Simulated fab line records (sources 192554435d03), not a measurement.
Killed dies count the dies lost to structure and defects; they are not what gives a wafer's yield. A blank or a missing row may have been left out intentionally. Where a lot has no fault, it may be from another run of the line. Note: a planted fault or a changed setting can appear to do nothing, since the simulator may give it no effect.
What tool caused it? ; flow n5-finfet ; 9 lots with 27 wafers sampled at 5 steps, on a route of 1938 steps

WHAT EACH GAUGE READ, for each wafer
N5_MOL_CONTACT_COAG_CD_MEAS_40: target cd 25.1 nm.
lot;measured;on;cd-nm (nm)
L403;day 5 19:53;cd-sem-03;24.82 25.33 25.22
L406;day 6 11:38;cd-sem-03;25.10 24.86 24.79
L407;day 6 13:37;cd-sem-01;25.20 25.04 25.31
L408;day 6 22:02;cd-sem-03;24.89 25.08 25.00
L413;day 9 21:53;cd-sem-02;24.90 24.86 24.73
L415;day 9 21:57;cd-sem-03;24.57 24.78 25.09
L416;day 10 05:20;cd-sem-03;25.02 25.02 25.10
L419;day 10 18:45;cd-sem-01;24.98 24.81 25.32
L424;day 12 13:59;cd-sem-03;24.94 25.10 25.05

N5_BEOL_M4_RC_MEAS_101.
lot;measured;on;DIBL_N (mV/V);DIBL_P (mV/V);IOFF_N (nA/um);IOFF_P (nA/um);ION_N (uA/um);ION_P (uA/um);SS_N (mV/dec);SS_P (mV/dec);VT_N (mV);VT_P (mV)
L403;day 11 02:35;prober-02;35.9 38.2 34.9;36.2 38.8 34.9;0.143 0.187 0.126;0.197 0.249 0.177;676 691 664;470 468 458;71.2 71.9 71.0;73.5 74.2 73.4;251.3 247.9 253.5;-252 -249 -254
L406;day 11 11:25;prober-02;36.1 36.5 35.3;37.8 37.9 36.7;0.161 0.169 0.151;0.257 0.252 0.234;681 686 677;471 475 470;72.2 72.2 72.2;74.1 73.7 73.3;250.2 248.9 248.3;-245 -245 -245
L407;day 11 17:19;prober-01;35.5 35.6 34.5;36.4 35.9 34.3;0.156 0.150 0.128;0.206 0.193 0.184;684 678 677;467 459 465;71.7 71.8 71.5;72.9 73.1 73.3;251.6 252.3 252.6;-251 -254 -252
L408;day 11 14:50;prober-02;36.9 36.6 36.5;37.8 37.4 37.5;0.162 0.155 0.156;0.189 0.180 0.176;680 667 682;459 454 460;71.5 71.3 71.9;73.0 74.0 72.5;250.4 251.2 250.6;-253 -254 -256
L413;day 13 02:02;prober-02;37.5 38.3 36.6;36.6 38.0 36.3;0.181 0.198 0.161;0.252 0.271 0.251;674 677 673;459 466 465;72.5 72.7 71.7;73.3 73.6 72.7;250.2 248.7 247.8;-246 -245 -245
L415;day 13 03:07;prober-02;35.8 36.0 37.3;35.7 35.9 36.7;0.152 0.150 0.168;0.210 0.220 0.224;676 668 667;464 458 461;71.9 71.1 71.9;73.0 72.9 74.1;250.9 252.0 250.8;-250 -249 -248
L416;day 14 00:28;prober-02;36.4 35.2 35.3;36.0 34.9 34.5;0.158 0.139 0.131;0.192 0.184 0.173;674 671 667;459 460 463;72.3 71.1 71.5;73.2 73.0 72.2;247.5 249.5 254.4;-252 -252 -253
L419;day 14 11:44;prober-01;36.2 35.3 34.6;38.9 38.1 36.3;0.194 0.165 0.152;0.254 0.232 0.215;695 677 678;471 464 465;72.0 72.7 71.9;73.8 72.7 73.0;247.0 248.3 251.2;-246 -248 -247
L424;day 16 07:52;prober-02;38.1 37.7 39.2;38.1 36.9 38.9;0.181 0.170 0.206;0.251 0.233 0.258;678 691 690;468 469 463;72.3 72.2 72.1;74.5 74.4 73.9;248.3 249.1 245.9;-249 -247 -249

WHICH TOOL RAN EACH LOT (tool, then ch and the chambers of the sampled wafers, then the start)
lot;N5_MOL_CONTACT_COAG_ALD_131;N5_MOL_CONTACT_COAG_VIA_ETCH_46;N5_MOL_CONTACT_COAG_ETCH_47
L403;ald-sin-03 ch 0,1,3, day 5 18:52;rie-diel-04 ch 0,2,3, day 5 19:14;rie-diel-04 ch 0,2,3, day 5 19:20
L406;ald-sin-01 ch 0,1,3, day 6 10:31;rie-diel-04 ch 1,2,3, day 6 10:52;rie-diel-04 ch 1,2,3, day 6 10:58
L407;ald-sin-04 ch 1,2,3, day 6 12:27;rie-diel-04 ch 1,2, day 6 12:50;rie-diel-04 ch 1,2, day 6 12:56
L408;ald-sin-03 ch 1,2,3, day 6 21:02;rie-diel-01 ch 0,1, day 6 21:23;rie-diel-01 ch 0,1, day 6 21:29
L413;ald-sin-04 ch 0,2,3, day 9 20:54;rie-diel-04 ch 0,1,3, day 9 21:14;rie-diel-04 ch 0,1,3, day 9 21:21
L415;ald-sin-01 ch 0,1,2, day 9 20:56;rie-diel-06 ch 1,3, day 9 21:16;rie-diel-06 ch 1,3, day 9 21:22
L416;ald-sin-04 ch 0,2,3, day 10 03:25;rie-diel-01 ch 0,1,3, day 10 03:46;rie-diel-01 ch 0,1,3, day 10 03:52
L419;ald-sin-04 ch 0,3, day 10 17:38;rie-diel-06 ch 0,1,2, day 10 17:58;rie-diel-06 ch 0,1,2, day 10 18:05
L424;ald-sin-01 ch 0,1,2, day 12 12:47;rie-diel-04 ch 0,1,2, day 12 13:14;rie-diel-04 ch 0,1,2, day 12 13:20
- N5_MOL_CONTACT_COAG_ALD_131: deposits SiO2, target thk 5 nm, pulse time 1 s, co reactant pulse time 1 s.
- N5_MOL_CONTACT_COAG_VIA_ETCH_46: etches SiO2 in C4F6/O2, target depth 46 nm, overetch 9.2 nm, time 40 s.
- N5_MOL_CONTACT_COAG_ETCH_47: etches SiNx in CH3F/O2, stops on W, target depth 27 nm.

WHAT THE TOOLS THEMSELVES READ (means of the sampled wafers that have a number; where no wafer has one, the mark that the record gives instead)
N5_MOL_CONTACT_COAG_ALD_131.
lot;tool;heater-power-w (W);precursor-pulse-height-rel
L403;ald-sin-03;74;0.992
L406;ald-sin-01;78;1.000
L407;ald-sin-04;85;0.996
L408;ald-sin-03;81;1.007
L413;ald-sin-04;81;1.020
L415;ald-sin-01;84;1.009
L416;ald-sin-04;81;1.016
L419;ald-sin-04;82;0.994
L424;ald-sin-01;85;1.013

N5_MOL_CONTACT_COAG_VIA_ETCH_46.
lot;tool;chamber-pressure-mTorr (mTorr);drypump-motor-current-A (A);oes_o_777_au (a.u.);oes-product-au (a.u.);rf-vpp-V (V);showerhead-plenum-p-Torr (Torr);throttle-valve-pct (%)
L403;rie-diel-04;10.008;6.1;0.74;0.66;1591;2.85;40.8
L406;rie-diel-04;10.006;5.8;0.78;0.69;1594;2.91;40.7
L407;rie-diel-04;9.999;5.4;0.76;0.68;1591;2.91;41.0
L408;rie-diel-01;9.992;5.8;0.84;0.76;1605;2.95;40.9
L413;rie-diel-04;9.996;6.1;0.83;0.74;1587;2.93;40.4
L415;rie-diel-06;10.001;5.8;0.81;0.72;1604;2.86;41.0
L416;rie-diel-01;10.005;5.7;0.80;0.71;1598;2.90;41.0
L419;rie-diel-06;10.003;5.6;0.77;0.68;1593;2.87;40.9
L424;rie-diel-04;9.990;5.7;0.79;0.70;1583;2.91;40.8

N5_MOL_CONTACT_COAG_ETCH_47.
lot;tool;chamber-pressure-mTorr (mTorr);drypump-motor-current-A (A);etch-rf-on-time-s (s);oes_o_777_au (a.u.);oes-product-au (a.u.);rf-vpp-V (V);showerhead-plenum-p-Torr (Torr);throttle-valve-pct (%)
L403;rie-diel-04;29.990;6.1;31.4;0.74;0.65;298;2.01;16.52
L406;rie-diel-04;29.990;5.7;32.7;0.77;0.66;298;2.05;16.31
L407;rie-diel-04;29.989;5.4;34.3;0.75;0.64;299;2.05;16.53
L408;rie-diel-01;30.012;5.7;30.9;0.83;0.76;301;2.08;16.32
L413;rie-diel-04;29.965;6.1;30.8;0.82;0.74;297;2.07;16.15
L415;rie-diel-06;29.971;5.8;30.9;0.81;0.72;302;2.01;16.34
L416;rie-diel-01;29.996;5.7;31.0;0.80;0.72;299;2.04;16.40
L419;rie-diel-06;30.002;5.6;31.3;0.77;0.68;298;2.03;16.39
L424;rie-diel-04;29.993;5.7;30.7;0.78;0.70;296;2.06;16.40

THE ANSWER, worked out from the rows above alone
Rule: the usual values come from the lots themselves. The widest of any qualifying gaps counts: lots, ordered by their means at a reading, are off when they make up no more than a third of the lots, leave a main group of 4 or more, and stand apart from it by 3 or more times the standard deviation of that group's means. If all means in a main group match to the digits the tables above print for the reading, that group is not used. Also off: a lot with no number at a reading for which 4 or more lots have one. Any other lot the step has rows for is counted as sound. First the gauges in route order, then the tools' own readings, where a lot's mean is used as printed above. The first step at which some lot is off is used, and at that step the reading that is off furthest; a lot without a number counts as furthest.
Off at N5_MOL_CONTACT_COAG_ETCH_47 (etch-rf-on-time-s): L406, L407. Mean 31.0 s and standard deviation 0.24 in the main group.
If a tool, at that step or one of the process steps before it, ran each lot that is off and ran no sound lot following the first of them, it fits. Not one of the candidates tried fits.

WHAT WAS PUT IN BY THE SIMULATOR
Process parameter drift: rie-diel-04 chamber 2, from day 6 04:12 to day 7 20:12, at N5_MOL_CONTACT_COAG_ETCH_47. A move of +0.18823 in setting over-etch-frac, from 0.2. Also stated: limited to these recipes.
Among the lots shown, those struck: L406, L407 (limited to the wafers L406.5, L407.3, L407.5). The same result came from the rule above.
